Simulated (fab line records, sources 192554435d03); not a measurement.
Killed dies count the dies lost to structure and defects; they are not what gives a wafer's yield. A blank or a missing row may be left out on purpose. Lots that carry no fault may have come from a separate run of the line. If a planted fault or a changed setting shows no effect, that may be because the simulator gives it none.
Split-lot study / flow n5 finfet / 21 wafers read across 7 lots, on a route 1938 steps long

## ON THE SPLIT
At N5_BEOL_M9_ILD_DEP_00 (deposits SiCOH lowk from DEMS/porogen, target thk 308.51 nm, time 58 s), the setting time s was moved away from the recipe's 58 s on 6 of the 21 wafers read, by -14.8% to +9.2%. For the rest of the wafers, this setting stayed at what the recipe calls for.

## SPLIT TO READING: what lies between them in the file, 1 step
- N5_BEOL_M9_CURE_71: cures SiCOH lowk, time 240 s

## THE READING
M9_ILD_THK, in nm, at N5_BEOL_M9_THK_MEAS_01. A value of 269 nm with a standard deviation of 3.5 nm is what fault-free wafers of this fab line usually give.

wafer=L075.1; tool, chamber at the split=pecvd-03, 1; time s as run, s=58; against the recipe=recipe; M9_ILD_THK, nm=268; against lot-mates on the recipe=-
wafer=L075.3; tool, chamber at the split=pecvd-03, 2; time s as run, s=63.35; against the recipe=+9.2%; M9_ILD_THK, nm=290; against lot-mates on the recipe=+20
wafer=L075.4; tool, chamber at the split=pecvd-03, 0; time s as run, s=58; against the recipe=recipe; M9_ILD_THK, nm=271; against lot-mates on the recipe=-
wafer=L079.1; tool, chamber at the split=pecvd-04, 1; time s as run, s=58; against the recipe=recipe; M9_ILD_THK, nm=263; against lot-mates on the recipe=-
wafer=L079.2; tool, chamber at the split=pecvd-04, 0; time s as run, s=52.96; against the recipe=-8.7%; M9_ILD_THK, nm=244; against lot-mates on the recipe=-24
wafer=L079.5; tool, chamber at the split=pecvd-04, 0; time s as run, s=58; against the recipe=recipe; M9_ILD_THK, nm=274; against lot-mates on the recipe=-
wafer=L082.1; tool, chamber at the split=pecvd-01, 1; time s as run, s=62.41; against the recipe=+7.6%; M9_ILD_THK, nm=286; against lot-mates on the recipe=+17
wafer=L082.3; tool, chamber at the split=pecvd-01, 2; time s as run, s=58; against the recipe=recipe; M9_ILD_THK, nm=268; against lot-mates on the recipe=-
wafer=L082.5; tool, chamber at the split=pecvd-01, 1; time s as run, s=58; against the recipe=recipe; M9_ILD_THK, nm=270; against lot-mates on the recipe=-
wafer=L083.1; tool, chamber at the split=pecvd-04, 1; time s as run, s=58; against the recipe=recipe; M9_ILD_THK, nm=263; against lot-mates on the recipe=-
wafer=L083.2; tool, chamber at the split=pecvd-04, 2; time s as run, s=58; against the recipe=recipe; M9_ILD_THK, nm=265; against lot-mates on the recipe=-
wafer=L083.4; tool, chamber at the split=pecvd-04, 2; time s as run, s=58; against the recipe=recipe; M9_ILD_THK, nm=274; against lot-mates on the recipe=-
wafer=L087.1; tool, chamber at the split=pecvd-01, 1; time s as run, s=58; against the recipe=recipe; M9_ILD_THK, nm=264; against lot-mates on the recipe=-
wafer=L087.4; tool, chamber at the split=pecvd-01, 0; time s as run, s=49.44; against the recipe=-14.8%; M9_ILD_THK, nm=233; against lot-mates on the recipe=-34
wafer=L087.6; tool, chamber at the split=pecvd-01, 1; time s as run, s=58; against the recipe=recipe; M9_ILD_THK, nm=271; against lot-mates on the recipe=-
wafer=L096.1; tool, chamber at the split=pecvd-04, 2; time s as run, s=61.6; against the recipe=+6.2%; M9_ILD_THK, nm=282; against lot-mates on the recipe=+17
wafer=L096.5; tool, chamber at the split=pecvd-04, 2; time s as run, s=61.6; against the recipe=+6.2%; M9_ILD_THK, nm=284; against lot-mates on the recipe=+19
wafer=L096.6; tool, chamber at the split=pecvd-04, 1; time s as run, s=58; against the recipe=recipe; M9_ILD_THK, nm=265; against lot-mates on the recipe=-
wafer=L097.1; tool, chamber at the split=pecvd-01, 1; time s as run, s=58; against the recipe=recipe; M9_ILD_THK, nm=270; against lot-mates on the recipe=-
wafer=L097.5; tool, chamber at the split=pecvd-01, 0; time s as run, s=58; against the recipe=recipe; M9_ILD_THK, nm=272; against lot-mates on the recipe=-
wafer=L097.6; tool, chamber at the split=pecvd-01, 1; time s as run, s=58; against the recipe=recipe; M9_ILD_THK, nm=275; against lot-mates on the recipe=-

FIT RESULTS
A straight line over all 21 wafers: M9_ILD_THK changes by +2.43 nm for each +1% of time s; r = +0.96; the points scatter about the line by 3.7 nm.
The same after taking each lot's own level away (the mean of its wafers on the recipe; 21 wafers): +2.46 nm for each +1%; r = +0.97; scatter 3.3 nm.
According to that fit, moving time s by its largest amount changes the reading by 36 nm.
Across the lots, their own levels run from 265.0 to 272.3 nm, a range of 2.1 times the standard deviation given above.
Consequently the slope shifts little with the lot-to-lot level, the two slopes agreeing.
Check: with one of the wafers moved furthest among these (-14.8%) left out of the fit, the line predicts -38.1 nm for it against its lot-mates. It came out at -34.5 nm against them.

## OTHER SPLITS APPLIED TO THESE WAFERS
Note: prior to the reading, these wafers also went through further splits. Each is held against what the fit with the lots' levels taken away leaves over:
other split on the same wafers=N5_BEOL_M6_ALD_77 ald cycles; wafers away from the commonest value=5; r with M9_ILD_THK (lot level and that fit taken away)=-0.19
other split on the same wafers=N5_BEOL_M7_TRENCH_ETCH_37 source w; wafers away from the commonest value=11; r with M9_ILD_THK (lot level and that fit taken away)=+0.10
other split on the same wafers=N5_BEOL_M7_ETCH_41 source w; wafers away from the commonest value=6; r with M9_ILD_THK (lot level and that fit taken away)=+0.16
other split on the same wafers=N5_BEOL_M8_DESCUM_33 time s; wafers away from the commonest value=4; r with M9_ILD_THK (lot level and that fit taken away)=-0.16
other split on the same wafers=N5_BEOL_M8_ETCH_66 bias w; wafers away from the commonest value=7; r with M9_ILD_THK (lot level and that fit taken away)=-0.15

## THE WHOLE CHAIN: every reading that the file lists as answering this split, in the file's order
step=N5_BEOL_M9_ILD_DEP_00; what it does=deposits SiCOH lowk from DEMS/porogen, target thk 308.51 nm, time 58 s; reading=SiCOH_lowk_of_BEOL_M9_ILD_DEP_00.thk nm (the simulator's own value, which no gauge read); change (the file's fit)=+2.73 nm for each +1% of the setting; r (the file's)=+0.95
step=N5_BEOL_M9_CURE_71; what it does=cures SiCOH lowk, time 240 s; reading=SiCOH_lowk_of_BEOL_M9_ILD_DEP_00.thk nm (the simulator's own value, which no gauge read); change (the file's fit)=+2.41 nm for each +1% of the setting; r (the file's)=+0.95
step=N5_BEOL_M9_THK_MEAS_01; what it does=; reading=M9_ILD_THK; change (the file's fit)=+2.41 for each +1% of the setting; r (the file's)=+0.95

## THE FILE'S OWN FIT
M9_ILD_THK changes by +2.41 nm for each +1% of time s, r = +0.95.
